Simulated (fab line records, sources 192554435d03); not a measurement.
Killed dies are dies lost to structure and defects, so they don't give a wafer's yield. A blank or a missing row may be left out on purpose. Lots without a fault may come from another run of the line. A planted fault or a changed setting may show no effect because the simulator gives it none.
Chamber matching | flow n5_finfet | N5_GATE_CUT_PECVD_57 on pecvd-02: 3 sister chambers
The step deposits SiNx from SiH4/NH3/N2, target thk 21 nm. 16 wafers are shown with their chamber, then 8 later ones without.

WAFERS WITH THEIR CHAMBER
wafer  | chamber | throttle_valve_pct (%) | showerhead_plenum_p_Torr (Torr) | heater_power_w (W)
L081.3 | 0       | 39.8                   | 5.11                            | 846
L081.4 | 2       | 36.2                   | 5.13                            | 694
L081.6 | 0       | 39.5                   | 5.12                            | 867
L083.2 | 2       | 36.6                   | 5.14                            | 711
L083.5 | 2       | 36.5                   | 5.13                            | 726
L083.6 | 0       | 39.8                   | 5.12                            | 828
L086.1 | 0       | 40.2                   | 5.12                            | 867
L086.2 | 2       | 36.6                   | 5.11                            | 745
L086.3 | 0       | 39.8                   | 5.12                            | 861
L089.1 | 0       | 40.1                   | 5.12                            | 723
L089.4 | 0       | 39.6                   | 5.12                            | 716
L089.6 | 2       | 36.6                   | 5.14                            | 670
L090.1 | 1       | 40.0                   | 5.11                            | 743
L090.5 | 2       | 36.8                   | 5.12                            | 736
L090.6 | 1       | 39.8                   | 5.10                            | 735
L092.1 | 0       | 39.7                   | 5.12                            | 748

SIGNATURES (means of the wafers above)
reading                  | chamber 0 | chamber 1 | chamber 2 | scatter within a chamber
throttle_valve_pct       | 39.812    | 39.900    | 36.550    | 0.216
showerhead_plenum_p_Torr | 5.1188    | 5.1050    | 5.1283    | 0.00795
heater_power_w           | 807.00    | 739.00    | 713.67    | 51.8
Rule: a wafer's distance from a chamber is the root of the sum, over the readings, of the square of ((its reading less the chamber's mean) divided by the reading's scatter). The wafer belongs to the nearest chamber; if the next one is less than 2 further off, it can't be placed. The scatter: the root of (the sum of the squares of (reading less its chamber's mean) over the shown wafers, divided by (wafers less chambers)).

WAFERS WITHOUT THEIR CHAMBER
wafer  | throttle_valve_pct (%) | showerhead_plenum_p_Torr (Torr) | heater_power_w (W)
L092.2 | 36.8                   | 5.14                            | 683
L092.3 | 39.8                   | 5.11                            | 704
L092.4 | 39.6                   | 5.11                            | 710
L092.5 | 39.9                   | 5.10                            | 754
L092.6 | 36.6                   | 5.13                            | 680
L096.1 | 37.3                   | 5.12                            | 649
L096.3 | 40.5                   | 5.12                            | 751
L096.4 | 37.0                   | 5.13                            | 638

WHICH CHAMBER EACH WENT THROUGH
wafer  | from the rows above     | in truth
L092.2 | 2                       | 2
L092.3 | can't be placed: 1 or 0 | 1
L092.4 | can't be placed: 1 or 0 | 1
L092.5 | can't be placed: 1 or 0 | 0
L092.6 | 2                       | 2
L096.1 | 2                       | 2
L096.3 | can't be placed: 1 or 0 | 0
L096.4 | 2                       | 2
Placed correctly: 4 of 8. Can't be placed from these rows: 4 (the true chamber is among the candidates in 4). Placed wrongly: 0.
